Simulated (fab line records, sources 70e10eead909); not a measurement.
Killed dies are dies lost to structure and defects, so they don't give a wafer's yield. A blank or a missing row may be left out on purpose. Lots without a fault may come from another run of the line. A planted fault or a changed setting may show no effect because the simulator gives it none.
Chamber matching | flow nand_harc | NHARC_A_SLIT_ETCH_29 on rie_diel-09: 4 sister chambers
The step etches the open film in CF4/O2, target depth 100 nm, overetch 10 nm, time 55 s. 8 wafers are shown with their chamber, then 7 later ones without.

WAFERS WITH THEIR CHAMBER
wafer  | chamber | drypump_motor_current_A (A) | rf_vpp_V (V)
L075.1 | 3       | 6.0                         | 196.7
L086.1 | 3       | 6.0                         | 197.0
L086.3 | 2       | 5.1                         | 198.7
L085.2 | 0       | 5.3                         | 200.1
L085.5 | 0       | 5.2                         | 200.0
L085.6 | 1       | 6.3                         | 196.2
L090.1 | 1       | 6.4                         | 197.7
L090.3 | 2       | 5.1                         | 198.6

WAFERS WITHOUT THEIR CHAMBER
wafer  | drypump_motor_current_A (A) | rf_vpp_V (V)
L090.5 | 5.3                         | 199.6
L091.4 | 6.0                         | 198.7
L091.5 | 6.3                         | 197.9
L091.6 | 5.3                         | 198.6
L095.3 | 5.1                         | 197.9
L095.5 | 5.3                         | 198.1
L095.6 | 6.0                         | 199.6

WHICH CHAMBER EACH WENT THROUGH
wafer  | from the rows above     | in truth
L090.5 | 0                       | 0
L091.4 | 3                       | 3
L091.5 | 1                       | 1
L091.6 | can't be placed: 0 or 2 | 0
L095.3 | 2                       | 2
L095.5 | can't be placed: 0 or 2 | 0
L095.6 | 3                       | 3
Placed correctly: 5 of 7. Can't be placed from these rows: 2 (the true chamber is among the candidates in 2). Placed wrongly: 0.
How it was worked out, from the rows above alone: a wafer's distance from a chamber is the root of the sum, over the readings, of the square of ((its reading less the chamber's mean) divided by the reading's scatter). The wafer belongs to the nearest chamber; if the next one is less than 2 further off, it can't be placed. A chamber's mean is the mean of its shown wafers. The scatter: the root of (the sum of the squares of (reading less its chamber's mean) over the shown wafers, divided by (wafers less chambers)).
